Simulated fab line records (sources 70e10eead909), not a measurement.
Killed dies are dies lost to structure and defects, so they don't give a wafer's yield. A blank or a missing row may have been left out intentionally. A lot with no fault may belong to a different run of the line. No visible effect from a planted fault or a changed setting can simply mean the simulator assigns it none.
Comparing a struck lot with a sound one | flow nand-harc | 14 out of 1302 route steps
Sound: the wafers L710.1, L710.3, L710.6. The struck wafers were L719.1, L719.2, L719.3. Last of all comes the cause.
Order at every step that has rows: each side's tool, ch and its chambers, its first start. Under that, the readings that differ: sound wafers | struck wafers | difference of the means | sigmas: that difference in standard deviations of wafers without a fault.
alike: readings whose means differ by less than 2 such deviations, and words and numbers that are the same on both sides. not compared: withheld readings, readings that some wafer has no value for, bounds like >300 that may hide the same value, and numbers for which the record gives no deviation and whose values overlap.
Wherever a step has rows on one side only, a row that says differs or no value, or a row with sigmas, the two part there. Non-overlapping numbers with no deviation appear without sigmas and do not part them. A reading missing from all wafers of one side parts the sides only when that side holds two or more wafers.

NHARC_A_WL_FILL_ALD_10: deposits SiO2, target thk 50 nm, pulse time 10 s, ald cycles 500.
  sound on ald-hk-01 ch 1,2,3, day 24 20:09; struck on ald-hk-03 ch 0,2,3, day 28 19:05
  alike: heater-power-w, precursor-pulse-height-rel
NHARC_A_WL_FILL_ETCHBACK_16: etches the open film in C4F8/O2/Ar, target depth 120 nm, time 24 s.
  sound on rie-diel-10 ch 0,1,3; struck on rie-diel-10 ch 1,2,3
  reading               | sound          | struck         | difference | sigmas
  oes-product-au (a.u.) | 0.91 0.89 0.92 | 0.98 0.99 0.99 | +0.08      | +3
  alike: rf-vpp-V
  not compared: rf-hours-counter-h
NHARC_A_WL_FILL_STRIP_29: strips in O2, time 20 s.
  sound on rie-diel-10 ch 0,2,3, day 24 23:52; struck on rie-diel-10 ch 0,2,3, day 29 01:49
  alike: drypump-motor-current-A, oes-product-au, rf-vpp-V, showerhead-plenum-p-Torr, throttle-valve-pct
  not compared: rf-hours-counter-h
then, 4 steps without rows for these wafers: NHARC_A_WL_FILL_ETCHBACK_17 (etches the open film in Cl2/BCl3, target depth 4 nm, time 26.7 s); NHARC_A_WL_FILL_PRECLEAN_18 (cleans in dHF, time 30 s); NHARC_A_WL_FILL_SRD_21; NHARC_A_WL_FILL_CVD_23 (deposits poly-Si, target thk 40 nm, time 800 s).
NHARC_A_WL_FILL_ETCHBACK_26: etches the open film in HBr, target depth 52 nm, time 13.3 s.
  sound on rie-si-06 ch 1,2, day 25 05:10; struck on rie-si-06 ch 0,2,3, day 29 07:14
  alike: drypump-motor-current-A, hbr-flow-sccm, oes-product-au, throttle-valve-pct
  not compared: rf-hours-counter-h
then, 2 steps without rows for these wafers: NHARC_A_WL_FILL_PRECLEAN_30 (cleans in dHF, time 10 s); NHARC_A_WL_FILL_SRD_14.
NHARC_A_WL_FILL_ALD_19: deposits TiN, target thk 2 nm, pulse time 3 s, ald cycles 100.
  sound on ald-metal-01 ch 1,3, day 25 05:25; struck on ald-metal-03 ch 0,1,3, day 29 07:31
  alike: heater-power-w, precursor-pulse-height-rel
NHARC_A_WL_FILL_CVD_20: deposits W, target thk 100 nm, time 74 s.
  sound on cvd-w-02 ch 0,1, day 25 05:41; struck on cvd-w-01 ch 0,1, day 29 07:45
  no value came back on the struck wafers for chamber-pressure-Torr (Torr), heater-power-outer-w (W), heater-power-w (W), throttle-valve-pct (%); on the sound wafers chamber-pressure-Torr (Torr) reads 40.07 39.91 39.92
NHARC_A_WL_FILL_CMP_12: polishes, t overpolish 30 s, target thk 100 nm.
  sound on cmp-04 ch 0,2,3, day 25 05:52; struck on cmp-02 ch 0,2,3, day 29 07:56
  reading                | sound          | struck      | difference | sigmas
  time-to-endpoint-s (s) | 23.5 21.9 24.4 | 0.6 1.9 0.0 | -22.4      | -8
  alike: motor-current-A, overpolish-run-s
-- record jumps: 4 days between struck wafers' starts before vs after; left off in module A_WL_FILL, resumes in module END, first step shown is number 1302 of the route --
NHARC_END_SORT_01:
  the record has rows for the struck wafers here (prober-01 ch 0, day 33 01:18) and none for the sound ones

== WHERE THEY PART ==
At NHARC_A_WL_FILL_ETCHBACK_16 first; at NHARC_END_SORT_01 last (within this record only).

WHY: what the simulator had put in
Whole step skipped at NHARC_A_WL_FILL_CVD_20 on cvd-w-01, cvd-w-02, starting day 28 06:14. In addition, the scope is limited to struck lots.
